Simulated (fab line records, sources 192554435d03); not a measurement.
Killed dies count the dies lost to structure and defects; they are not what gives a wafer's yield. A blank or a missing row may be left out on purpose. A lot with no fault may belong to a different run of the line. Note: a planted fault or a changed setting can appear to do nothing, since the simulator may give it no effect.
Matching of chambers ; flow n5_finfet ; 4 sister chambers for N5_BEOL_M5_DESCUM_33 on rie_diel-03
The step chemistry O2, time 7 s. 16 wafers are shown with their chamber, then 8 later ones without.

== EACH WAFER AND ITS CHAMBER ==
wafer;chamber;drypump_motor_current_A (A);showerhead_plenum_p_Torr (Torr);throttle_valve_pct (%)
L075.1;3;5.7;2.23;20.2
L075.4;3;5.7;2.23;20.2
L075.5;1;6.0;2.00;20.6
L080.2;2;5.0;2.11;20.6
L080.3;1;6.0;2.00;20.6
L080.4;0;5.9;2.09;20.4
L079.1;0;5.9;2.09;20.4
L079.3;3;5.7;2.22;20.2
L079.5;1;6.0;1.99;20.6
L085.2;1;6.0;1.99;20.6
L085.5;1;6.0;1.99;20.6
L085.6;3;5.6;2.22;20.2
L086.1;1;6.0;1.99;20.6
L086.2;3;5.6;2.22;20.3
L086.5;0;5.9;2.08;20.4
L089.2;1;6.0;1.99;20.6

SIGNATURES, as means of the wafers listed above
reading;chamber 0;chamber 1;chamber 2;chamber 3;scatter within a chamber
drypump_motor_current_A;5.900;6.000;5.000;5.660;0.0316
showerhead_plenum_p_Torr;2.0867;1.9929;2.1100;2.2240;0.00524
throttle_valve_pct;20.400;20.600;20.600;20.220;0.0258
Rule: a wafer lies at a distance from a chamber equal to the root of the sum of squares, over the readings, of (its reading less the chamber's mean, divided by the reading's scatter). If the next closest chamber is less than 2 further off than the closest, the wafer can't be placed; otherwise it belongs to the closest. How the scatter is found: for the shown wafers, subtract from each reading the mean of its chamber, square and add these, divide the total by (wafers less chambers), then take the root.

== WAFERS WHOSE CHAMBER IS MISSING ==
wafer;drypump_motor_current_A (A);showerhead_plenum_p_Torr (Torr);throttle_valve_pct (%)
L089.4;5.0;2.11;20.7
L089.6;6.0;1.99;20.6
L092.1;5.0;2.11;20.7
L092.2;5.6;2.22;20.3
L092.4;5.9;2.08;20.5
L094.1;5.9;2.08;20.5
L094.3;6.0;1.98;20.6
L094.6;5.0;2.10;20.7

== THE CHAMBER EACH PASSED THROUGH ==
wafer;from the rows above;in truth
L089.4;2;2
L089.6;1;1
L092.1;2;2
L092.2;3;3
L092.4;0;0
L094.1;0;0
L094.3;1;1
L094.6;2;2
Correctly placed: 8 of 8. Number that these rows cannot place: 0. Wrongly placed: 0.
